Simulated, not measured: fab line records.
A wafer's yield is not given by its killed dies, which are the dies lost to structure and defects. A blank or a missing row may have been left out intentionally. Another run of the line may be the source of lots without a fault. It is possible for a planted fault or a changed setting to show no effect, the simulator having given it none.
Which tool was responsible? -- flow n5 finfet -- 10 lots, 30 wafers sampled, at 1 step of a route of 1938

== WHAT THE GAUGES SHOWED, per wafer ==
N5_ILD0_THK_MEAS_04.
lot,measured,on,thk nm (nm)
L075,day 3 19:53,film metro-01,198.3 197.1 197.6
L078,day 4 13:54,film metro-01,197.9 196.8 197.0
L080,day 5 01:05,film metro-01,198.3 199.0 198.1
L082,day 5 15:48,film metro-01,195.2 196.1 198.4
L084,day 6 05:56,film metro-02,197.5 197.4 195.8
L086,day 6 18:41,film metro-02,197.1 194.0 195.5
L088,day 7 05:11,film metro-01,197.2 197.6 197.5
L091,day 8 00:37,film metro-01,197.4 198.9 198.1
L094,day 8 14:02,film metro-02,196.9 196.4 195.6
L097,day 9 13:41,film metro-02,198.1 198.5 197.6

== EACH LOT AND THE TOOL THAT RAN IT (in order: tool; ch and the chambers of the sampled wafers; start) ==
No process step before these readings appears in the record.

== THE ANSWER, worked out from the rows above alone ==
Rule: what is usual is taken from the lots themselves. Put in order of their means at a reading, lots are off if they are a third of the lots or fewer, leave a main group of 4 or more, and stand apart from it by a gap of 3 or more times the standard deviation of the main group's means; of several such gaps the widest counts. If all means in a main group match to the digits the tables above print for the reading, that group is not used. A lot without any number at a reading at which 4 lots or more have one is off too. Where the step has rows for the other lots, those lots are counted as sound.
None of the lots is off at any reading shown; this tells nothing.

== WHAT HAD BEEN PUT IN BY THE SIMULATOR ==
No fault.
